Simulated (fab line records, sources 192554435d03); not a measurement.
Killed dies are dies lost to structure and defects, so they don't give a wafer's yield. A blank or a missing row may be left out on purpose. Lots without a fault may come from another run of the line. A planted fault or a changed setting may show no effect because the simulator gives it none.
Chamber matching | flow n5_finfet | N5_DUMMY_GATE_ETCH_23 on rie_si-05: 4 sister chambers
The step etches poly-Si in HBr/Cl2/O2, target depth 41 nm, time 22.3 s. 8 wafers are shown with their chamber, then 11 later ones without.

WAFERS WITH THEIR CHAMBER
wafer  | chamber | throttle_valve_pct (%) | drypump_motor_current_A (A)
L081.5 | 2       | 36.88                  | 5.1
L082.1 | 3       | 37.57                  | 5.0
L082.2 | 1       | 37.33                  | 5.9
L082.4 | 0       | 37.29                  | 4.9
L083.1 | 1       | 37.34                  | 5.9
L083.2 | 2       | 36.87                  | 5.1
L083.4 | 0       | 37.31                  | 4.9
L084.1 | 3       | 37.55                  | 5.1

WAFERS WITHOUT THEIR CHAMBER
wafer  | throttle_valve_pct (%) | drypump_motor_current_A (A)
L084.2 | 37.34                  | 5.9
L084.6 | 37.55                  | 5.1
L086.1 | 37.34                  | 5.9
L086.3 | 37.29                  | 4.9
L086.6 | 37.29                  | 4.9
L092.3 | 36.88                  | 5.1
L092.4 | 37.33                  | 5.9
L092.6 | 37.56                  | 5.1
L095.2 | 36.86                  | 5.1
L095.3 | 37.29                  | 4.9
L095.4 | 37.33                  | 5.9

WHICH CHAMBER EACH WENT THROUGH
wafer  | from the rows above | in truth
L084.2 | 1                   | 1
L084.6 | 3                   | 3
L086.1 | 1                   | 1
L086.3 | 0                   | 0
L086.6 | 0                   | 0
L092.3 | 2                   | 2
L092.4 | 1                   | 1
L092.6 | 3                   | 3
L095.2 | 2                   | 2
L095.3 | 0                   | 0
L095.4 | 1                   | 1
Placed correctly: 11 of 11. Can't be placed from these rows: 0. Placed wrongly: 0.
How it was worked out, from the rows above alone: a wafer's distance from a chamber is the root of the sum, over the readings, of the square of ((its reading less the chamber's mean) divided by the reading's scatter). The wafer belongs to the nearest chamber; if the next one is less than 2 further off, it can't be placed. A chamber's mean is the mean of its shown wafers. The scatter: the root of (the sum of the squares of (reading less its chamber's mean) over the shown wafers, divided by (wafers less chambers)).
